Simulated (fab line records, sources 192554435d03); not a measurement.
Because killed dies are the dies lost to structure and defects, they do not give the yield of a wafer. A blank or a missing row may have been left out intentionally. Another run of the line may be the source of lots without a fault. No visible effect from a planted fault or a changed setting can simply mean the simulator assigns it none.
fab line records -- flow n5Finfet
[record] lots = 10, wafers = 30, lastDay = 18
route steps=1938 shown BEOL_M0@732 BEOL_M1@751 BEOL_M4@1111 PASSIVATION@1936
lots that met no fault: taken from a fault-free run of the same line
startH: hours from the record's first day to the start of the lot's first wafer shown -- waitH: hours since the lot's step before -- " the same as in the row above -- L1.1+2: several wafers, shown together as one row -- - no value, or no start given -- * or withheld: withheld -- < > ~ a bound
route shown NAME@n: a module of which the file shows steps, and the number in the route of the first -- usual: mean/standard deviation of fault-free wafers -- same: alike in all rows -- chamber/n: place in a boat -- sites: each site's reading -- _std_site: the standard deviation of these -- _edge_site: mean of outer sites minus mean of inner sites -- radiusMm: how far each site lies from the wafer's centre -- mask NAME#n: copy n -- behind: the last tool/chamber to shape the wafer -- hold: why the lot went on hold/how many hours it stayed there/how the hold came to an end -- device: transistor that didn't switch, given as n, p or np -- end of line: the tests these same wafers got at the end of their route -- step lacking rows: just its recipe -- killed: not the wafer's yield, but the dies lost to structure and defects at the first sort -- map: per-die view of a wafer (x killed, . not killed, _ where there is no die)
set.NAME: the run value of the setting; set.NAME@STEP: its run value at that earlier step -- model.NAME: the simulator's own value behind a step, which no gauge read
route steps across a sampled set of lots; one table per step, one row per wafer
services: the hour from which a tool's chamber was out of use, counted from the record's first day as startH (under 0 if before that day), plus the number of hours and why
[[steps]]
[step N5_BEOL_M0_SURFACE_TREAT_137]
[recipe] gas = Ar, timeS = *, ionEnergyEv = *, ionCurrentMaCm2 = 0.5, pressureMtorr = *, arFlowSccm = 30
[usual] throttleValvePct = *
lot.wafer,tool,chamber,startH,waitH,throttleValvePct
L828.3,pvdSputter-03,-,118.33,0.2,*
L828.4,pvdSputter-03,-,118.33,0.2,*
L828.6,pvdSputter-03,-,118.33,0.2,*
L827.2,pvdSputter-03,-,120.92,0.1,*
L827.5,pvdSputter-03,-,120.92,0.1,*
L827.6,pvdSputter-03,-,120.92,0.1,*
L830.1,pvdSputter-01,-,132.14,0.2,*
L830.2,pvdSputter-01,-,132.14,0.2,*
L830.3,pvdSputter-01,-,132.14,0.2,*
L832.3,pvdSputter-01,-,147.14,0.1,*
L832.5,pvdSputter-01,-,147.14,0.1,*
L832.6,pvdSputter-01,-,147.14,0.1,*
L834.3,pvdSputter-02,-,155.39,0.4,*
L834.4,pvdSputter-02,-,155.39,0.4,*
L834.5,pvdSputter-02,-,155.39,0.4,*
L837.1,pvdSputter-03,-,183.02,0.2,*
L837.3,pvdSputter-03,-,183.02,0.2,*
L837.5,pvdSputter-03,-,183.02,0.2,*
L839.2,pvdSputter-03,-,203.31,0.2,*
L839.4,pvdSputter-03,-,203.31,0.2,*
L839.5,pvdSputter-03,-,203.31,0.2,*
L846.1,pvdSputter-02,-,237.86,0.3,*
L846.2,pvdSputter-02,-,237.86,0.3,*
L846.6,pvdSputter-02,-,237.86,0.3,*
L848.1,pvdSputter-03,-,250.13,0.3,*
L848.3,pvdSputter-03,-,250.13,0.3,*
L848.4,pvdSputter-03,-,250.13,0.3,*
L850.2,pvdSputter-02,-,260.35,0.2,*
L850.3,pvdSputter-02,-,260.35,0.2,*
L850.5,pvdSputter-02,-,260.35,0.2,*
[step N5_BEOL_M0_SPUTTER_134]
[recipe] material = Cu, targetThkA = 40, tempC = -20, chamberPressurePa = 0.07, powerW = withheld, timeS = 7.37
[usual] throttleValvePct = 30.0/1.2
lot.wafer,tool,chamber,startH,waitH,throttleValvePct
L828.3,pvdSputter-01,-,118.90,0.0,29.6
L828.4,pvdSputter-01,-,118.90,0.0,30.7
L828.6,pvdSputter-01,-,118.90,0.0,32.7
L827.2,pvdSputter-02,-,121.46,0.0,30.1
L827.5,pvdSputter-02,-,121.46,0.0,28.0
L827.6,pvdSputter-02,-,121.46,0.0,29.9
L830.1,pvdSputter-01,-,133.02,0.0,29.5
L830.2,pvdSputter-01,-,133.02,0.0,29.0
L830.3,pvdSputter-01,-,133.02,0.0,32.8
L832.3,pvdSputter-03,-,147.54,0.0,29.9
L832.5,pvdSputter-03,-,147.54,0.0,29.8
L832.6,pvdSputter-03,-,147.54,0.0,28.2
L834.3,pvdSputter-02,-,155.87,0.0,27.9
L834.4,pvdSputter-02,-,155.87,0.0,29.7
L834.5,pvdSputter-02,-,155.87,0.0,28.0
L837.1,pvdSputter-03,-,183.46,0.0,29.6
L837.3,pvdSputter-03,-,183.46,0.0,28.3
L837.5,pvdSputter-03,-,183.46,0.0,29.9
L839.2,pvdSputter-03,-,203.95,0.0,30.9
L839.4,pvdSputter-03,-,203.95,0.0,29.8
L839.5,pvdSputter-03,-,203.95,0.0,29.8
L846.1,pvdSputter-02,-,238.38,0.0,29.2
L846.2,pvdSputter-02,-,238.38,0.0,30.1
L846.6,pvdSputter-02,-,238.38,0.0,30.4
L848.1,pvdSputter-03,-,250.99,0.0,28.3
L848.3,pvdSputter-03,-,250.99,0.0,31.3
L848.4,pvdSputter-03,-,250.99,0.0,30.9
L850.2,pvdSputter-02,-,260.91,0.0,29.7
L850.3,pvdSputter-02,-,260.91,0.0,30.5
L850.5,pvdSputter-02,-,260.91,0.0,27.9
[step N5_BEOL_M0_INSPECT_127]
[recipe] inspectInstrument = darkfield, mode = postDep
[usual] rawDefectCount = 65/20
lot.wafer,tool,chamber,startH,waitH,rawDefectCount
L828.3,defectInspect-02,-,120.28,0.0,58
L828.4,defectInspect-02,-,120.28,0.0,39
L828.6,defectInspect-02,-,120.28,0.0,60
L827.2,defectInspect-01,-,122.65,0.0,40
L827.5,defectInspect-01,-,122.65,0.0,43
L827.6,defectInspect-01,-,122.65,0.0,41
L830.1,defectInspect-02,-,134.23,0.0,53
L830.2,defectInspect-02,-,134.23,0.0,65
L830.3,defectInspect-02,-,134.23,0.0,54
L832.3,defectInspect-02,-,148.76,0.0,50
L832.5,defectInspect-02,-,148.76,0.0,62
L832.6,defectInspect-02,-,148.76,0.0,64
L834.3,defectInspect-02,-,157.13,0.0,76
L834.4,defectInspect-02,-,157.13,0.0,56
L834.5,defectInspect-02,-,157.13,0.0,62
L837.1,defectInspect-01,-,184.67,0.0,67
L837.3,defectInspect-01,-,184.67,0.0,80
L837.5,defectInspect-01,-,184.67,0.0,60
L839.2,defectInspect-02,-,205.14,0.0,45
L839.4,defectInspect-02,-,205.14,0.0,45
L839.5,defectInspect-02,-,205.14,0.0,51
L846.1,defectInspect-02,-,240.46,0.0,68
L846.2,defectInspect-02,-,240.46,0.0,82
L846.6,defectInspect-02,-,240.46,0.0,50
L848.1,defectInspect-01,-,252.34,0.0,69
L848.3,defectInspect-01,-,252.34,0.0,39
L848.4,defectInspect-01,-,252.34,0.0,60
L850.2,defectInspect-02,-,262.33,0.0,55
L850.3,defectInspect-02,-,262.33,0.0,48
L850.5,defectInspect-02,-,262.33,0.0,49
[step N5_BEOL_M1_ILD_DEP_00]
[recipe] material = SiOC, targetThkA = 790, tempC = 350, precursor = DEMS/O2, pressureTorr = 5, rfW = 500, timeS = 15.3
[usual] heaterPowerW = 465/37, showerheadPlenumPTorr = 5.704/0.022, susceptorTempC = 349.99/0.19, throttleValvePct = 11.9/0.46
lot.wafer,tool,chamber,startH,waitH,heaterPowerW,showerheadPlenumPTorr,susceptorTempC,throttleValvePct
L828.3,pecvd-01,0,120.33,0.1,530,5.681,350.01,11.9
L828.4,pecvd-01,1,120.33,0.1,456,5.711,349.97,12.2
L828.6,pecvd-01,2,120.33,0.1,489,5.730,350.21,12.7
L827.2,pecvd-03,0,122.69,0.0,463,5.728,350.01,11.3
L827.5,pecvd-03,0,122.69,0.0,482,5.752,349.85,11.4
L827.6,pecvd-03,1,122.69,0.0,519,5.702,350.08,12.3
L830.1,pecvd-01,2,134.26,0.0,411,5.725,349.92,12.9
L830.2,pecvd-01,1,134.26,0.0,514,5.702,349.86,12.4
L830.3,pecvd-01,0,134.26,0.0,483,5.688,349.95,11.6
L832.3,pecvd-03,0,148.80,0.0,451,5.735,349.84,11.5
L832.5,pecvd-03,1,148.80,0.0,470,5.698,350.08,12.2
L832.6,pecvd-03,2,148.80,0.0,407,5.707,350.27,11.4
L834.3,pecvd-03,0,157.17,0.0,433,5.731,350.27,11.3
L834.4,pecvd-03,1,157.17,0.0,431,5.704,350.15,12.6
L834.5,pecvd-03,2,157.17,0.0,431,5.729,350.07,11.7
L837.1,pecvd-03,0,184.71,0.0,386,5.723,347.43,11.5
L837.3,pecvd-03,2,184.71,0.0,454,5.727,350.20,11.6
L837.5,pecvd-03,1,184.71,0.0,499,5.699,349.98,12.3
L839.2,pecvd-03,2,205.18,0.0,510,5.725,350.03,11.7
L839.4,pecvd-03,1,205.18,0.0,493,5.699,349.75,12.6
L839.5,pecvd-03,0,205.18,0.0,378,5.741,347.79,11.3
L846.1,pecvd-04,0,240.49,0.0,437,5.673,349.98,11.5
L846.2,pecvd-04,2,240.49,0.0,450,5.712,349.62,12.3
L846.6,pecvd-04,1,240.49,0.0,421,5.666,349.67,12.4
L848.1,pecvd-04,1,252.38,0.0,467,5.685,349.80,12.1
L848.3,pecvd-04,2,252.38,0.0,479,5.713,350.04,12.4
L848.4,pecvd-04,1,252.38,0.0,450,5.680,349.98,12.1
L850.2,pecvd-01,0,262.36,0.0,521,5.701,350.52,12.0
L850.3,pecvd-01,2,262.36,0.0,446,5.709,349.96,11.6
L850.5,pecvd-01,2,262.36,0.0,438,5.700,349.89,11.6
[step N5_BEOL_M4_RC_MEAS_101]
[usual] DIBL_N = 36.5/1.4, DIBL_P = 36.6/1.9, IOFF_N = 0.167/0.029, IOFF_P = 0.21/0.033, ION_N = 674/12, ION_P = 460/8.9, SS_N = 71.6/0.57, SS_P = 73.4/0.61, VT_N = 249/3.3, VT_P = -250/3.3
lot.wafer,tool,chamber,startH,waitH,DIBL_N[mV/V],DIBL_P[mV/V],IOFF_N[nA/um],IOFF_P[nA/um],ION_N[uA/um],ION_P[uA/um],SS_N[mV/dec],SS_P[mV/dec],VT_N[mV],VT_P[mV]
L828.3,prober-01,0,164.05,0.9,34.9,35.9,0.152,0.17,682,454,71.5,73.3,250,-254
L828.4,prober-01,0,164.05,0.9,34.5,35.7,0.133,0.18,660,449,71.4,73.7,251,-253
L828.6,prober-01,0,164.05,0.9,37.4,37.8,0.186,0.20,670,453,72.5,73.2,244,-253
L827.2,prober-01,0,178.16,0.2,33.5,31.3,0.126,0.18,677,470,70.3,72.9,250,-249
L827.5,prober-01,0,178.16,0.2,36.6,35.8,0.180,0.25,694,480,71.8,73.1,245,-247
L827.6,prober-01,0,178.16,0.2,33.2,31.9,0.119,0.18,671,460,70.9,72.5,252,-250
L830.1,prober-02,0,181.24,0.0,36.0,37.2,0.162,0.23,693,478,71.3,72.9,252,-252
L830.2,prober-02,0,181.24,0.0,34.5,34.3,0.130,0.19,667,460,71.4,72.8,253,-250
L830.3,prober-02,0,181.24,0.0,36.4,36.9,0.145,0.22,659,457,72.1,73.6,252,-250
L832.3,prober-01,0,196.11,0.3,35.8,34.7,0.145,0.19,660,451,71.2,73.5,249,-251
L832.5,prober-01,0,196.11,0.3,35.5,34.8,0.150,0.20,681,465,71.0,73.2,250,-249
L832.6,prober-01,0,196.11,0.3,37.0,36.7,0.172,0.23,667,460,70.9,73.8,248,-248
L834.3,prober-01,0,210.55,0.3,36.1,36.2,0.176,0.26,697,483,71.6,73.3,245,-244
L834.4,prober-01,0,210.55,0.3,34.1,34.4,0.137,0.23,680,475,70.8,73.2,249,-244
L834.5,prober-01,0,210.55,0.3,37.8,38.3,0.221,0.30,711,487,72.2,74.0,242,-242
L837.1,prober-02,0,226.25,0.0,37.5,40.1,0.170,0.22,682,463,71.9,73.5,251,-251
L837.3,prober-02,0,226.25,0.0,35.7,38.1,0.151,0.20,666,461,72.4,73.6,250,-252
L837.5,prober-02,0,226.25,0.0,35.2,36.2,0.130,0.16,657,447,71.7,73.6,251,-257
L839.2,prober-02,0,242.24,0.2,38.6,40.1,0.216,0.23,691,465,72.2,74.6,244,-252
L839.4,prober-02,0,242.24,0.2,37.4,36.5,0.170,0.17,667,449,72.1,73.5,249,-255
L839.5,prober-02,0,242.24,0.2,36.5,36.7,0.158,0.17,672,448,72.3,73.9,247,-255
L846.1,prober-02,0,286.76,0.0,35.4,35.2,0.142,0.17,675,463,71.0,72.1,249,-251
L846.2,prober-02,0,286.76,0.0,36.2,34.6,0.146,0.16,669,446,71.2,73.0,252,-256
L846.6,prober-02,0,286.76,0.0,35.8,35.9,0.151,0.18,684,466,71.3,73.0,252,-254
L848.1,prober-02,0,295.18,0.0,34.0,34.6,0.139,0.20,679,465,71.0,72.8,250,-249
L848.3,prober-02,0,295.18,0.0,36.4,37.1,0.179,0.24,669,466,72.0,73.6,247,-243
L848.4,prober-02,0,295.18,0.0,36.2,37.3,0.174,0.25,674,467,71.8,73.0,248,-245
L850.2,prober-01,0,308.71,0.2,35.2,34.8,0.133,0.19,649,452,72.1,72.1,252,-252
L850.3,prober-01,0,308.71,0.2,35.4,35.0,0.141,0.20,670,462,71.4,72.8,250,-251
L850.5,prober-01,0,308.71,0.2,36.6,36.5,0.165,0.21,663,447,72.4,71.9,249,-251
[step N5_PASSIVATION_PROBE_49]
[usual] defectLimitedYield = 91.2/1.6, killed_at_M0_to_M3 = 34/11, killed_at_M4_up = 14/5.7, killedAtContacts = 14/6.6, killedAtFrontEnd = 37/10, killedAtOther = 4/3.2, killedDies = 104/19, killedOpen = 69/13, killedShort = 33/8.7, sort_bin_5_function = 5.1/1, sort_bin_6_memory = 3.3/0.76, sort_bin_8_speed = 0.00/0.016, sortNPass = 1076/19, sortYieldPct = 91.2/1.6
[same] grossDies = 1180, killedAtBackSide = 0, sort_bin_4_leakage[%] = 0
lot.wafer,tool,chamber,startH,waitH,defectLimitedYield[%],killed_at_M0_to_M3,killed_at_M4_up,killedAtContacts,killedAtFrontEnd,killedAtOther,killedDies,killedOpen,killedShort,sort_bin_5_function[%],sort_bin_6_memory[%],sort_bin_8_speed[%],sortNPass,sortYieldPct[%]
L832.3,prober-01,-,284.68,0.1,89.1,50,27,12,35,5,129,81,46,6.3,4.2,0,1051,89.1
L832.5,prober-01,-,284.78,0.2,88.8,50,22,18,40,2,132,92,40,7.3,3.7,0,1048,88.8
L832.6,prober-01,-,284.83,0.3,86.6,79,19,19,40,1,158,99,58,7.2,5.6,0,1022,86.6
// killed by level:class
L832.3 BEOL_M4:geometricParticle:open=18 MOL_CONTACT_COAG:geometricParticle:open=11 BEOL_M0_SAQP:geometricParticle:open=11 BEOL_M0_SAQP:geometricParticle:short=11 FIN_SAQP:geometricParticle:open=10 BEOL_M1:geometricParticle:open=9 FIN_SAQP:geometricParticle:short=7 BEOL_M1:geometricParticle:short=6
L832.5 MOL_CONTACT_COAG:geometricParticle:open=14 BEOL_M1:geometricParticle:open=13 BEOL_M4:geometricParticle:open=13 FIN_SAQP:geometricParticle:short=9 BEOL_M0_SAQP:geometricParticle:short=9 BEOL_M0:geometricParticle:open=8 BEOL_M3:geometricParticle:open=6 FIN_SAQP:geometricParticle:open=5
L832.6 BEOL_M0_SAQP:geometricParticle:open=25 BEOL_M0_SAQP:geometricParticle:short=23 MOL_CONTACT_COAG:geometricParticle:open=17 FIN_SAQP:geometricParticle:short=12 BEOL_M1:geometricParticle:open=10 BEOL_M4:geometricParticle:open=10 BEOL_M2:geometricParticle:open=9 FIN_SAQP:geometricParticle:open=5
[[services]]
tool,chamber,startH,hours,kind
pecvd-04,-,120.08,3.5,repair
pecvd-01,-,152.21,1.7,repair
pecvd-03,1,157.84,3.6,repair
pecvd-01,2,202.38,-,clean
pecvd-01,2,202.38,-,consumableReplace:showerhead
pecvd-01,2,202.38,29.0,scheduledDown
pecvd-01,2,202.38,29.0,ventCycle
pecvd-03,-,238.67,4.3,pm
pecvd-01,-,241.79,14.6,pm
pecvd-04,-,254.23,6.0,pm
[[key]]
[firstSign] step = N5_BEOL_M1_ILD_DEP_00, reading = susceptorTempC, direction = down, sigmas = 13, usual = *, struck = *
effect none on later readings
metAt N5_BEOL_M1_ILD_DEP_00
struckLots L837,L839
struckWafers L837.1,L839.5
[baselineLoss] step = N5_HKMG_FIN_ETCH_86, wafers = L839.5
notActingAt N5_BEOL_M0_SURFACE_TREAT_137,N5_BEOL_M0_SPUTTER_134,N5_BEOL_M0_INSPECT_127
onsetBetween 157.17 184.71
[fault] kind = processParameterDrift, tool = pecvd-03, chamber = 0, onsetH = 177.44, steps = N5_BEOL_M1_ILD_DEP_00, channel = tempC, offset = *, shape = step, endH = 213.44, actsIn = *, stated = *
// baselineLoss: these wafers lose ten dies or more at that step, a loss of the line's own and not of a fault; the sort's usual values leave them out
